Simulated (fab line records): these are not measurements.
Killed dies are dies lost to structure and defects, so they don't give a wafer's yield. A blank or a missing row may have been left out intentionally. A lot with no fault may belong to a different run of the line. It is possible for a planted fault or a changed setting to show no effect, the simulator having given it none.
A lot that was struck, set against a sound lot ; flow n5-finfet ; 38 out of 1938 route steps
Sound: the wafers L123.4, L123.5, L123.6. Struck: wafers L132.2, L132.4, L132.5. The cause is named last.
Order at every step that has rows: each side's tool, ch and its chambers, its first start. Under that, the readings that differ: sound wafers ; struck wafers ; difference of the means ; sigmas: that difference in standard deviations of wafers without a fault.
alike: same words and numbers on both sides, and readings whose means sit less than 2 such deviations apart. not compared: any withheld reading, any reading some wafer has no value for, any bound like >300 that may hide the same value, and any number with overlapping values for which the record gives no deviation.
A row with sigmas, a row that says differs or no value, or rows on one side alone: a step with any of these is where the two part. Numbers that don't overlap but have no deviation are shown without sigmas and don't part them. A reading missing from all wafers of one side parts the sides only when that side holds two or more wafers.

first, 9 steps without rows for these wafers: N5_BEOL_M3_ANNEAL_95 (time 240 s); N5_BEOL_M3_SPUTTER_96 (material Cu, target thk 4.5 nm, time 8.29 s); N5_BEOL_M3_ECD_50 (material Cu, target thk 300 nm); N5_BEOL_M3_ANNEAL_51 (time 90 s); N5_BEOL_M3_CMP_52 (polishes, stops on SiOC, t overpolish 6.8 s, target thk 40 nm); N5_BEOL_M3_PRE_CLEAN_60 (time 15 s); N5_BEOL_M3_CO_CAP_55 (material Co, precursor CCTBA/H2, target thk 2 nm, time 102.1 s); N5_BEOL_M3_PRE_CLEAN_56 (time 15 s); N5_BEOL_M3_DEP_57 (deposits SiCN from 3MS/NH3, target thk 8 nm, time 14 s).
N5_BEOL_M4_ILD_DEP_00: deposits SiOC from DEMS/O2, target thk 79 nm, time 15.3 s.
  sound on pecvd-01 ch 0,1,2, day 7 19:47; struck on pecvd-01 ch 0,1,2, day 10 11:15
reading;sound;struck;difference;sigmas
rf-fwd-power-W (W);489.8 494.7 495.2;- - -;no value on the struck wafers;
model.SiOC_of_BEOL_M4_ILD_DEP_00.thk-nm (nm);80.2 80.2 81.2;57 56.4 57.8;-23;
  alike: heater-power-outer-w, heater-power-w, showerhead-plenum-p-Torr, throttle-valve-pct
N5_BEOL_M4_THK_MEAS_01:
  sound on film-metro-02 at day 7 19:50; struck on film-metro-02 at day 10 11:19
reading;sound;struck;difference;sigmas
M4_ILD_THK (nm);80.3 80.2 81.1;56.9 56.5 57.9;-23.4;-26
then, 24 steps without rows for these wafers: N5_BEOL_M4_PECVD_72 (deposits SiO2 from TEOS/O2, target thk 16 nm, time 18 s); N5_BEOL_M4_HM_DEP_02 (deposits TiN, target thk 20 nm); N5_BEOL_M4_COAT_61 (time 60 s, resist thk 60 nm); N5_BEOL_M4_COAT_62 (time 60 s, resist thk 12 nm); N5_BEOL_M4_COAT_73 (time 60 s, resist thk 5 nm); N5_BEOL_M4_COAT_05 (resist thk 30 nm); N5_BEOL_M4_EBR_07; N5_BEOL_M4_SOFTBAKE_06 (time 60 s); N5_BEOL_M4_EXPOSE_08 (exposes mask M4); N5_BEOL_M4_PEB_09 (peb time 60 s); N5_BEOL_M4_DEVELOP_10 (develop time 30 s); N5_BEOL_M4_DESCUM_16 (chemistry O2, time 7 s); N5_BEOL_M4_ETCH_74 (etches underlayer in N2/H2, target depth 6.5 nm, time 5.2 s); N5_BEOL_M4_ETCH_63 (etches SiARC in CF4, target depth 15.6 nm, time 26 s); N5_BEOL_M4_ETCH_64 (etches SOC in N2/H2, target depth 75 nm, overetch 22.5 nm, time 121.9 s); N5_BEOL_M4_STRIP_65 (strips in N2/H2); N5_BEOL_M4_STRIP_75 (strips in N2/H2); N5_BEOL_M4_STRIP_66 (strips in CF4); N5_BEOL_M4_HM_OPEN_17 (chemistry Cl2/BCl3, target TiN, target depth 20 nm, overetch 6 nm); N5_BEOL_M4_STRIP_19 (strips in O2); N5_BEOL_M4_COAT_67 (time 60 s, resist thk 60 nm); N5_BEOL_M4_COAT_68 (time 60 s, resist thk 12 nm); N5_BEOL_M4_COAT_76 (time 60 s, resist thk 5 nm); N5_BEOL_M4_COAT_22 (resist thk 30 nm).
N5_BEOL_M4_CMP_52: polishes, stops on SiOC, t overpolish 6.8 s, target thk 40 nm.
  sound on cmp-02 ch 1,2,3, day 8 02:40; struck on cmp-04 ch 0,1,3, day 10 21:10
reading;sound;struck;difference;sigmas
slurry-filter-dp-kPa (kPa);13.60 13.63 13.44;13.26 13.29 13.16;-0.32;-2
model.SiOC_of_BEOL_M4_ILD_DEP_00.thk-nm (nm);77.2 77.2 78.2;54 53.4 54.8;-23;
  alike: motor-current-A
N5_BEOL_M4_RC_MEAS_101:
  sound on prober-01 ch 0, day 8 03:38; struck on prober-02 ch 0, day 10 21:56
reading;sound;struck;difference;sigmas
VT_N (mV);258.0 254.3 257.9;250.6 250.7 249.1;-6.6;-3
  alike: DIBL_N, DIBL_P, IOFF_N, IOFF_P, ION_N, ION_P, SS_N, SS_P, VT_P
-- here the record skips 4 days between the struck wafers' starts before and after, leaving off in module BEOL_M4 and picking up in module PASSIVATION (first step shown: number 1936 of the route) --
N5_PASSIVATION_PROBE_49:
  record: rows for the struck wafers here (prober-02, day 15 07:04), none for the sound ones

## WHERE THEY PART
Earliest at N5_BEOL_M4_ILD_DEP_00; latest, in this record, at N5_PASSIVATION_PROBE_49.

WHY: whatever the simulator had introduced
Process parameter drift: pecvd-01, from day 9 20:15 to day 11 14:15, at N5_BEOL_M4_ILD_DEP_00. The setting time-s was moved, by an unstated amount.
